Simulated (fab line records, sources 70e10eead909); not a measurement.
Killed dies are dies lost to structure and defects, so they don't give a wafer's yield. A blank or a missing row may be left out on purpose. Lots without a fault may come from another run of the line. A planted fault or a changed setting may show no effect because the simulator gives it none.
A struck lot beside a sound one | flow nand_harc | 15 steps out of a route of 1159
Sound: wafers L900.3, L900.4, L900.6. Struck: wafers L910.2, L910.4, L910.6. The cause comes at the end.
At each step with rows: each side's tool, then ch and its chambers, then its first start. Under that, the readings that differ: sound wafers | struck wafers | difference of the means | sigmas: that difference in standard deviations of wafers without a fault.
alike: readings whose means differ by less than 2 such deviations, and words and numbers that are the same on both sides. not compared: withheld readings, readings that some wafer has no value for, bounds like >300 that may hide the same value, and numbers for which the record gives no deviation and whose values overlap.
The two part at a step that has a row with sigmas, a row that says differs or no value, or rows on one side only. Numbers that don't overlap but have no deviation are shown without sigmas and don't part them. A reading that every wafer of one side lacks parts them only if that side has two wafers or more.

NHARC_A_BONDPAD_OVL_MEAS_35:
  sound on overlay-02, day 18 13:41; struck on overlay-02, day 20 22:54
  alike: overlay_x_nm, overlay_y_nm
then, 1 step without rows for these wafers: NHARC_A_BONDPAD_HARDBAKE_10 (time 65 s).
NHARC_A_BONDPAD_DESCUM_11: chemistry O2, time 3 s.
  sound on rie_diel-10 ch 1,2,3, day 18 13:49; struck on rie_diel-10 ch 0,1, day 20 23:02
  alike: drypump_motor_current_A, oes_product_au, rf_vpp_V, showerhead_plenum_p_Torr, throttle_valve_pct
  not compared: rf_hours_counter_h
NHARC_A_BONDPAD_ETCH_34: etches the open film in N2/H2, target depth 60 nm, overetch 18 nm, time 65.91 s.
  sound on rie_diel-10 ch 1,3, day 18 13:54; struck on rie_diel-10 ch 0,1,3, day 20 23:08
  alike: drypump_motor_current_A, oes_product_au, rf_vpp_V, showerhead_plenum_p_Torr, throttle_valve_pct
  not compared: rf_hours_counter_h
NHARC_A_BONDPAD_ETCH_12: etches the open film in CHF3/O2, target depth 220 nm, time 110 s.
  sound on rie_diel-10 ch 2,3; struck on rie_diel-10 ch 0,3
  alike: drypump_motor_current_A, oes_product_au, rf_vpp_V, showerhead_plenum_p_Torr, throttle_valve_pct
  not compared: rf_hours_counter_h
NHARC_A_BONDPAD_CD_MEAS_13:
  sound on cd_sem-03, day 18 14:08; struck on cd_sem-02, day 20 23:24
  alike: cd_nm
NHARC_A_BONDPAD_STRIP_15: strips in O2.
  sound on rie_diel-10 ch 2,3, day 18 14:13; struck on rie_diel-10 ch 0,1, day 20 23:31
  alike: drypump_motor_current_A, oes_product_au, rf_vpp_V, showerhead_plenum_p_Torr, throttle_valve_pct
  not compared: rf_hours_counter_h
NHARC_A_BONDPAD_ETCH_24: etches the open film in CF4/N2, target depth 30 nm, time 72.99 s.
  sound on rie_diel-10 ch 1,2; struck on rie_diel-10 ch 1,3, day 20 23:40
  alike: drypump_motor_current_A, oes_product_au, rf_vpp_V, showerhead_plenum_p_Torr, throttle_valve_pct
  not compared: rf_hours_counter_h
then, 4 steps without rows for these wafers: NHARC_A_BONDPAD_STRIP_16 (strips in post etch residue remover, time 600 s); NHARC_A_BONDPAD_DEGAS_25 (time 60 s); NHARC_A_BONDPAD_PRE_CLEAN_26 (time 30 s); NHARC_A_BONDPAD_PVD_17 (deposits TaN, target thk 5 nm, time 8.06 s).
NHARC_A_BONDPAD_PVD_27: deposits Cu, target thk 30 nm, time 20.49 s.
  sound on pvd_sputter-02, day 18 15:01; struck on pvd_sputter-01, day 21 00:20
  reading                | sound                | struck               | difference | sigmas
  cathode_dc_power_W (W) | 5000.0 5000.4 4999.7 | 4391.3 4390.4 4390.9 | -609.2     | -99 or more
  alike: substrate_temp_c, throttle_valve_pct
then, 1 step without rows for these wafers: NHARC_A_BONDPAD_ECD_18 (material Cu, target thk 400 nm).
NHARC_END_SORT_01:
  sound on prober-02 ch 0, day 20 18:17; struck on prober-01 ch 0, day 22 06:22
  reading         | sound | struck | difference | sigmas
  killed_at_other | 0 1 0 | 4 2 2  | +2         | +2
  alike: defect_limited_yield, killed_at_array, killed_at_periphery, killed_dies, killed_open, killed_short, sort_bin_2_pct, sort_bin_3_pct, sort_bin_4_pct, sort_n_pass, sort_rim_yield_pct, sort_yield_pct

WHERE THEY PART
First at NHARC_A_BONDPAD_PVD_27; last, within this record, at NHARC_END_SORT_01.

WHY: what the simulator had put in
Process parameter drift: pvd_sputter-01, from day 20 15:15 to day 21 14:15, at NHARC_A_BONDPAD_PVD_27. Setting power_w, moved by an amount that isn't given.
